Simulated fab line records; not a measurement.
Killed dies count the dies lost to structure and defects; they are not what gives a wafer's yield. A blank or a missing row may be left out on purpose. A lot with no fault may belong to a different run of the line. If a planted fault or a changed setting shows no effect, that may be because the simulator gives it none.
fab line records	flow n5Finfet
[record] lots = 5	wafers = 15	lastDay = 17
route steps=1938 shown BEOL_M13@1672 PASSIVATION@1936
lots with no fault: from the same line, run without faults
startH: hours from the record's first day to the start of the lot's first wafer shown	waitH: hours since the lot's step before	" the same as in the row above	L1.1+2: a row that stands for several wafers	- no value, or no start was given	* or withheld: withheld	< > ~ a bound
route shown NAME@n: names a module that has steps shown in the file, with the first one's number in the route	usual: mean/standard deviation taken from wafers without a fault	same: alike in all rows	chamber/n: place in a boat	sites: per-site readings	_std_site: standard deviation of those values	_edge_site: inner sites' mean taken away from outer sites' mean	radiusMm: for every site, how far away it sits from the centre of the wafer	mask NAME#n: copy n	behind: the last tool/chamber to shape the wafer	hold: what put the lot on hold/how long, in hours/how the hold closed	device: transistor that didn't switch, given as n, p or np	end of line: the same wafers' tests at the end of the route	for a step that has no rows: nothing shown but its recipe	killed: count of dies lost to structure and defects at first sort (not the wafer's yield)	map: a wafer's dies, x killed, . not, _ none there
set.NAME: the setting the step ran with; set.NAME@STEP: the setting that earlier step ran with	model.NAME: the simulator's own value behind a step, which no gauge read
lots seen at some steps along the route; tables by step, rows by wafer
services: from which hour (startH, from the record's first day; less than 0 if before it) a tool's chamber was out of use, for how many hours, and why
[[steps]]
[step N5_BEOL_M13_DESCUM_15]
[recipe] chemistry = O2	timeS = 7.9	sourcePowerW = 50	biasPowerW = 20	pressureMtorr = 20	rfFrequencyHz = 2.712e+07	tempC = 40	o2FlowSccm = 225
[step N5_BEOL_M13_ETCH_59]
[recipe] chemistry = N2/H2	target = BARC	targetDepthA = 890	overetchA = 267	timeS = 67.9	ionEnergyEv = 200	pressureMtorr = 30	sourceW = 840	biasW = 150	n2FlowSccm = 200	h2FlowSccm = 200
[step N5_BEOL_M13_VIA_ETCH_16]
[recipe] chemistry = C4F8/O2/Ar	target = SiOC	pressureMtorr = 30	sourceW = 3000	biasW = 700	Ar_flow_sccm = 400	C4F8_flow_sccm = 15	O2_flow_sccm = 8	heInnerTorr = 15	heOuterTorr = 30	targetDepthA = 9217	timeS = withheld	ionEnergyEv = 250	ends = cleared
[step N5_BEOL_M13_STRIP_63]
[recipe] chemistry = N2/H2	powerW = 1000	tempC = 250	h2Frac = 0.65	overashFraction = 0.3	pressureMtorr = 1000	n2FlowSccm = 1750	h2FlowSccm = 3250
[step N5_BEOL_M13_STRIP_64]
[recipe] chemistry = N2/H2	powerW = 1000	tempC = 250	h2Frac = 0.65	overashFraction = 0.3	pressureMtorr = withheld	n2FlowSccm = 1750	h2FlowSccm = 3250
[step N5_BEOL_M13_STRIP_71]
[recipe] chemistry = postEtchResidueRemover	timeS = 60	tempC = 25	removerPh = withheld	removerWaterWtPct = withheld	removerFluorideWtPct = withheld
[step N5_BEOL_M13_SRD_72]
[recipe] timeS = 30	tempC = 23	rinseLiquid = diw	dry = n2Spin	spinRpm = 1500	dryTimeS = 30
[step N5_BEOL_M13_COAT_65]
[recipe] resist = SOC	tempC = 250	timeS = 60	spinRpm = 1500	resistThkNm = 350
[step N5_BEOL_M13_COAT_66]
[recipe] resist = SiARC	tempC = 220	timeS = 60	spinRpm = 1500	resistThkNm = 110
[usual] spinSpeedRpm = 1499.7/0.87
lot.wafer	tool	chamber	startH	waitH	spinSpeedRpm	model.SiARC_of_BEOL_M13_COAT_66.thkNm
L388.3	lithoTrack-01	0	243.58	-	1500.2	110.6
L388.5	"	0	"	"	1499.8	110.4
L388.6	"	0	"	"	1500.3	110.4
L390.1	lithoTrack-01	0	259.23	-	1601.4	106.6
L390.4	"	0	"	"	1601.3	106.8
L390.6	"	0	"	"	1601.1	107.2
L393.1	lithoTrack-01	0	268.43	-	1601.0	106.6
L393.4	"	0	"	"	1599.6	106.6
L393.5	"	0	"	"	1600.1	106.4
L392.3	lithoTrack-01	0	268.71	-	1601.5	106.4
L392.5	"	0	"	"	1601.4	106.4
L392.6	"	0	"	"	1600.7	106.6
L408.1	lithoTrack-05	0	370.58	-	1498.3	110
L408.3	"	0	"	"	1499.3	110.2
L408.5	"	0	"	"	1499.7	110.6
[step N5_BEOL_M13_COAT_22]
[recipe] spinRpm = 2888	resistThkNm = 300
[step N5_BEOL_M13_EBR_24]
[recipe] solvent = PGMEA	ebrWidthMm = 1.5
[step N5_BEOL_M13_SOFTBAKE_23]
[recipe] tempC = 130	timeS = 60
[step N5_BEOL_M13_EXPOSE_25]
[recipe] maskId = M13	na = 0.93	sourceShape = conventional	sigmaOuter = 0.4	polarization = unpolarized	targetCdNm = 210	doseMj = 22
[step N5_BEOL_M13_PEB_26]
[recipe] pebTempC = 130	pebTimeS = 90
[step N5_BEOL_M13_DEVELOP_27]
[recipe] developTimeS = 45	rinseLiquid = diw	dry = airSpin	devTempC = 21
[step N5_BEOL_M13_HARDBAKE_32]
[recipe] tempC = 130	timeS = 120
[step N5_BEOL_M13_DESCUM_33]
[recipe] chemistry = O2	timeS = 7.9	sourcePowerW = 50	biasPowerW = 20	pressureMtorr = 20	rfFrequencyHz = 2.712e+07	tempC = 40	o2FlowSccm = 225
[step N5_BEOL_M13_ETCH_67]
[recipe] chemistry = CF4	target = SiARC	targetDepthA = 1430	timeS = 238.3	ionEnergyEv = 80	pressureMtorr = 40	sourceW = 545	biasW = 36	Ar_flow_sccm = 100	cf4FlowSccm = 100	ends = cleared
[usual] chamberPressureMTorr = 40.00/0.037	drypumpMotorCurrentA = 5.5/0.41	etchRfOnTimeS = 239/7.4	oesProductAu = 0.69/0.052	rfVppV = 184.1/1.3	showerheadPlenumPTorr = 2.15/0.072	throttleValvePct = 15.49/0.11
lot.wafer	tool	chamber	startH	waitH	chamberPressureMTorr	drypumpMotorCurrentA	etchRfOnTimeS	oesProductAu	rfHoursCounterH	rfVppV	showerheadPlenumPTorr	throttleValvePct	model.etch.depthNm	model.coat_of_BEOL_M13_COAT_22.thkNm
L388.3	rieDiel-06	3	244.00	0.0	40.03	5.9	235	0.67	159	182.0	1.98	15.40	110.6	211.6
L388.5	"	2	"	"	40.03	5.4	222	0.72	-	184.3	2.24	15.51	110.5	211.8
L388.6	"	3	"	"	39.96	5.9	236	0.67	-	181.2	1.98	15.40	110.4	212
L390.1	rieDiel-02	3	259.69	0.0	40.00	5.5	228	0.63	173	184.1	2.21	15.63	106.6	214.2
L390.4	"	1	"	"	39.97	6.0	225	0.66	170	182.3	2.06	15.42	106.9	214.2
L390.6	"	3	"	"	40.01	5.5	228	0.63	-	185.6	2.21	15.60	107.2	214.4
L393.1	rieDiel-06	3	268.85	0.0	39.99	5.9	227	0.66	168	180.9	1.98	15.40	106.5	212
L393.4	"	0	"	"	40.04	5.6	234	0.75	43	185.7	2.18	15.41	106.6	213.2
L393.5	"	2	"	"	39.92	5.4	217	0.70	-	185.3	2.23	15.52	106.5	213.4
L392.3	rieDiel-02	3	269.24	0.0	39.99	5.5	234	0.61	176	185.2	2.21	15.62	106.5	213
L392.5	"	0	"	"	40.07	5.0	232	0.62	-	184.1	2.13	15.67	106.3	213
L392.6	"	1	"	"	39.99	6.0	227	0.64	-	183.4	2.06	15.45	106.5	213
L408.1	rieDiel-02	3	370.99	0.0	40.07	5.5	241	0.59	208	185.0	2.19	15.69	109.9	210.6
L408.3	"	1	"	"	39.95	6.0	234	0.63	206	184.0	2.05	15.51	110.2	210.8
L408.5	"	0	"	"	39.99	5.0	242	0.60	-	184.1	2.12	15.74	110.5	210.8
[step N5_BEOL_M13_ETCH_68]
[recipe] chemistry = N2/H2	target = SOC	maskMaterial = SiARC	sourceW = 3000	biasW = 350	tempC = 40	timeS = 355	ionEnergyEv = 200	pressureMtorr = 30	n2FlowSccm = 200	h2FlowSccm = 200
[usual] chamberPressureMTorr = 30.001/0.028	drypumpMotorCurrentA = 5.5/0.41	n2FlowSccm = 200.1/0.6	oesProductAu = 0.80/0.065	rfVppV = 524.1/2.7	showerheadPlenumPTorr = 2.55/0.11	throttleValvePct = 17.68/0.23
lot.wafer	tool	chamber	startH	waitH	chamberPressureMTorr	drypumpMotorCurrentA	n2FlowSccm	oesProductAu	rfHoursCounterH	rfVppV	showerheadPlenumPTorr	throttleValvePct	model.SiARC_of_BEOL_M13_COAT_66.thkNm
L388.3	rieDiel-06	3	244.14	0.1	30.020	5.9	200.1	0.77	159	518.0	2.32	17.39	77.4
L388.5	"	2	"	"	29.994	5.4	200.2	0.80	-	527.3	2.67	17.65	76.6
L388.6	"	3	"	"	29.976	5.9	200.2	0.78	-	519.4	2.32	17.38	77.2
L390.1	rieDiel-02	3	259.83	0.1	30.020	5.5	199.8	0.73	173	527.4	2.65	18.03	73.6
L390.4	"	1	"	"	30.002	6.0	200.4	0.76	170	521.5	2.41	17.45	73.6
L390.6	"	3	"	"	30.054	5.5	200.2	0.73	-	526.2	2.65	18.02	74
L393.1	rieDiel-06	3	268.99	0.1	30.000	5.9	199.1	0.77	168	518.2	2.32	17.40	73.2
L393.4	"	0	"	"	29.982	5.6	199.5	0.89	43	525.7	2.59	17.49	73.4
L393.5	"	2	"	"	30.008	5.4	200.0	0.80	-	526.8	2.66	17.67	72.8
L392.3	rieDiel-02	3	269.38	0.1	30.011	5.5	200.1	0.72	177	527.9	2.65	18.04	73.8
L392.5	"	0	"	"	29.987	5.0	200.9	0.73	-	523.6	2.50	17.64	73.2
L392.6	"	1	"	"	29.998	6.0	200.5	0.75	-	519.5	2.41	17.45	73.2
L408.1	rieDiel-02	3	371.14	0.1	30.015	5.5	200.8	0.70	208	526.1	2.64	18.08	77.6
L408.3	"	1	"	"	29.978	6.0	199.7	0.73	206	519.9	2.40	17.50	77.2
L408.5	"	0	"	"	29.995	5.0	200.7	0.69	-	524.2	2.49	17.69	78.4
[step N5_BEOL_M13_STRIP_69]
[recipe] chemistry = N2/H2	tempC = 40	n2FlowSccm = 200	h2FlowSccm = 200	rfFrequencyHz = 6e+07
[step N5_PASSIVATION_PROBE_49]
[usual] defectLimitedYield = 91.4/1.6	killed_at_M0_to_M3 = 31/11	killed_at_M4_up = 14/5.7	killedAtContacts = 12/6	killedAtFrontEnd = 41/13	killedAtOther = 3.3/2.8	killedDies = 101/19	killedOpen = 67/14	killedShort = 33/8.2	sort_bin_4_leakage = 0.0/0.37	sort_bin_5_function = 5.0/1.1	sort_bin_6_memory = 3.3/0.74	sort_bin_8_speed = 0.0/0.36	sortNPass = 1078/20	sortYieldPct = 91.3/1.7
[same] grossDies = 1180	killedAtBackSide = 0
lot.wafer	tool	chamber	startH	waitH	defectLimitedYield[%]	killed_at_M0_to_M3	killed_at_M4_up	killedAtContacts	killedAtFrontEnd	killedAtOther	killedDies	killedOpen	killedShort	sort_bin_4_leakage[%]	sort_bin_5_function[%]	sort_bin_6_memory[%]	sort_bin_8_speed[%]	sortNPass	sortYieldPct[%]
L388.3	prober-02	-	272.14	0.1	89.9	40	12	14	44	9	119	70	46	0	5.8	4.0	0	1061	89.9
L388.5	prober-02	-	272.24	0.2	91.3	39	12	11	38	3	103	60	41	0	5.3	3.3	0	1077	91.3
L388.6	prober-02	-	272.29	0.3	92.1	28	5	7	49	4	93	59	31	0	5.3	2.5	0	1087	92.1
L390.1	prober-02	-	295.69	0.0	90.9	37	16	8	42	4	107	68	39	0	6.1	2.5	0	1073	90.9
L390.4	prober-02	-	295.84	0.2	92.7	18	18	13	32	5	86	62	24	0	4.2	3.0	4.3	1043	88.4
L390.6	prober-02	-	295.94	0.3	92.5	18	14	6	48	3	89	56	30	0	4.2	2.7	0	1091	92.5
L393.1	prober-01	-	305.70	0.0	89.2	26	19	21	61	1	128	94	34	0	6.5	4.0	0	1052	89.2
L393.4	prober-01	-	305.85	0.2	93.4	13	14	6	44	1	78	50	23	0.1	3.3	2.6	0	1101	93.3
L393.5	prober-01	-	305.90	0.2	89.7	21	23	6	64	8	122	75	43	0	6.7	3.1	0	1058	89.7
L392.3	prober-02	-	306.45	0.1	92.6	21	15	12	39	0	87	54	28	0	3.8	2.9	0	1093	92.6
L392.6	prober-02	-	306.60	0.3	93.6	20	11	6	38	0	75	52	23	0	3.2	2.8	0	1105	93.6
L408.1	prober-02	-	405.17	0.0	90.3	35	10	17	51	1	114	72	42	0	5.7	3.9	0	1066	90.3
L408.3	prober-02	-	405.27	0.1	93.6	26	10	5	34	1	76	52	23	0	3.9	2.4	0	1104	93.6
L408.5	prober-02	-	405.37	0.2	90.9	27	10	13	57	0	107	74	32	0	5.8	2.9	0	1073	90.9
// killed by level:class
L388.3 MOL_CONTACT_COAG:geometricParticle:open=11 BEOL_M0_SAQP:geometricParticle:short=10 BEOL_M2:geometricParticle:open=10 FIN_SAQP:geometricParticle:open=9 FIN_SAQP:geometricParticle:short=9 BEOL_M1:geometricParticle:open=6 BEOL_M5:geometricParticle:open=5 GATE_CUT:geometricParticle:short=4
L388.5 BEOL_M2:geometricParticle:open=14 FIN_SAQP:geometricParticle:short=9 MOL_CONTACT_COAG:geometricParticle:open=8 FIN_SAQP:geometricParticle:open=6 BEOL_M0_SAQP:geometricParticle:short=6 BEOL_M4:geometricParticle:open=6 BEOL_M0:geometricParticle:short=5 BEOL_M2:geometricParticle:short=5
L388.6 FIN_SAQP:geometricParticle:open=13 FIN_SAQP:geometricParticle:short=10 BEOL_M2:geometricParticle:open=9 BEOL_M0:geometricParticle:open=7 GATE_CUT:geometricParticle:short=6 DUMMY_GATE:geometricParticle:open=5 MOL_CONTACT_COAG:geometricParticle:open=5 BEOL_M1:geometricParticle:open=4
L390.1 BEOL_M0_SAQP:geometricParticle:open=18 BEOL_M0_SAQP:geometricParticle:short=12 BEOL_M4:geometricParticle:open=8 FIN_SAQP:geometricParticle:open=7 DUMMY_GATE:geometricParticle:open=6 MOL_CONTACT_COAG:geometricParticle:open=6 STI_FIN_REVEAL:geometricParticle:open=5 GATE_CUT:geometricParticle:short=5
L390.4 FIN_SAQP:geometricParticle:open=11 MOL_CONTACT_COAG:geometricParticle:open=10 BEOL_M4:geometricParticle:open=6 BEOL_M3:geometricParticle:open=5 ILD0:geometricParticle:open=4 STARTING-WAFER:geometricParticle:short=4 FIN_SAQP:geometricParticle:short=3 STI_FIN_REVEAL:geometricParticle:open=3
L390.6 STI_FIN_REVEAL:geometricParticle:open=16 FIN_SAQP:geometricParticle:short=5 STI_FIN_REVEAL:geometricParticle:short=5 MOL_CONTACT_COAG:geometricParticle:open=5 BEOL_M0_SAQP:geometricParticle:short=5 FIN_SAQP:geometricParticle:open=4 BEOL_M4:geometricParticle:open=4 BEOL_M0_SAQP:geometricParticle:open=3
L393.1 MOL_CONTACT_COAG:geometricParticle:open=17 FIN_SAQP:geometricParticle:open=14 FIN_SAQP:geometricParticle:short=12 STI_FIN_REVEAL:geometricParticle:open=11 BEOL_M3:geometricParticle:open=7 DUMMY_GATE:geometricParticle:open=7 BEOL_M0_SAQP:geometricParticle:open=7 BEOL_M0_SAQP:geometricParticle:short=7
L393.4 FIN_SAQP:geometricParticle:open=14 FIN_SAQP:geometricParticle:short=8 STI_FIN_REVEAL:geometricParticle:open=6 BEOL_M4:geometricParticle:open=6 HKMG_FIN:areaEtch=5 MOL_CONTACT_COAG:geometricParticle:open=4 BEOL_M2:geometricParticle:open=4 DUMMY_GATE:geometricParticle:open=3
L393.5 FIN_SAQP:geometricParticle:short=18 FIN_SAQP:geometricParticle:open=17 STI_FIN_REVEAL:geometricParticle:open=10 BEOL_M0_SAQP:geometricParticle:short=6 DUMMY_GATE:geometricParticle:open=5 GATE_CUT:geometricParticle:short=5 MOL_CONTACT_COAG:geometricParticle:open=5 BEOL_M3:geometricParticle:open=5
L392.3 MOL_CONTACT_COAG:geometricParticle:open=8 BEOL_M4:geometricParticle:open=7 FIN_SAQP:geometricParticle:short=6 FIN_SAQP:geometricParticle:open=5 DUMMY_GATE:geometricParticle:open=5 GATE_CUT:geometricParticle:short=5 BEOL_M0_SAQP:geometricParticle:short=5 BEOL_M3:geometricParticle:open=5
L392.6 STI_FIN_REVEAL:geometricParticle:open=10 MOL_CONTACT_COAG:geometricParticle:open=6 BEOL_M1:geometricParticle:open=6 FIN_SAQP:geometricParticle:open=5 DUMMY_GATE:geometricParticle:open=5 GATE_CUT:geometricParticle:short=5 BEOL_M3:geometricParticle:open=4 BEOL_M4:geometricParticle:open=3
L408.1 FIN_SAQP:geometricParticle:open=16 MOL_CONTACT_COAG:geometricParticle:open=15 BEOL_M0_SAQP:geometricParticle:short=15 FIN_SAQP:geometricParticle:short=13 BEOL_M0_SAQP:geometricParticle:open=10 STI_FIN_REVEAL:geometricParticle:open=5 BEOL_M3:geometricParticle:open=5 ILD0:geometricParticle:open=3
L408.3 FIN_SAQP:geometricParticle:open=17 BEOL_M2:geometricParticle:open=8 FIN_SAQP:geometricParticle:short=5 BEOL_M0_SAQP:geometricParticle:short=5 BEOL_M0_SAQP:geometricParticle:open=4 BEOL_M1:geometricParticle:open=3 MOL_CONTACT_COAG:geometricParticle:open=3 BEOL_M4:geometricParticle:open=3
L408.5 FIN_SAQP:geometricParticle:open=14 MOL_CONTACT_COAG:geometricParticle:open=12 FIN_SAQP:geometricParticle:short=11 BEOL_M0_SAQP:geometricParticle:open=9 STI_FIN_REVEAL:geometricParticle:open=8 BEOL_M0_SAQP:geometricParticle:short=8 BEOL_M4:geometricParticle:open=6 BEOL_M3:geometricParticle:open=5
[[services]]
tool	chamber	startH	hours	kind
rieDiel-06	1	237.52	-	clean
rieDiel-06	1	237.52	-	consumableReplace:focusRing
rieDiel-06	1	237.52	21.4	scheduledDown
rieDiel-06	1	237.52	21.4	ventCycle
rieDiel-06	3	272.94	8.2	repair
lithoTrack-01	-	291.00	-	consumableReplace:filter
rieDiel-06	3	335.24	4.3	repair
rieDiel-02	2	345.20	-	clean
rieDiel-02	2	345.20	-	consumableReplace:focusRing
rieDiel-02	2	345.20	14.0	scheduledDown
rieDiel-02	2	345.20	14.0	ventCycle
rieDiel-06	1	347.84	8.6	repair
rieDiel-06	-	358.55	0.9	repair
[[key]]
[firstSign] step = N5_BEOL_M13_COAT_66	reading = spinSpeedRpm	direction = up	sigmas = 99+	usual = *	struck = *
effect none on later readings
[modelEffect] step = N5_BEOL_M13_COAT_66	value = SiARC_of_BEOL_M13_COAT_66.thkNm	without = 110.2	struck = 106.6
[modelEffect] step = N5_BEOL_M13_ETCH_67	value = etch.depthNm	without = 110.2	struck = 106.6
[modelEffect] step = N5_BEOL_M13_ETCH_68	value = SiARC_of_BEOL_M13_COAT_66.thkNm	without = 76.96	struck = 73.42
metAt N5_BEOL_M13_COAT_66
struckWafers L390.1,L390.4,L390.6,L392.3,L392.5,L392.6,L393.1,L393.4,L393.5
rowsEnd L392.5
onsetBetween 243.58 259.23
[fault] kind = processParameterDrift	tool = lithoTrack-01	chamber = -	onsetH = 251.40	steps = N5_BEOL_M13_COAT_66	channel = spinRpm	offset = *	shape = step	actsIn = *	stated = *
// rowsEnd: these wafers met a further fault down the route, and their rows from its step on are left out
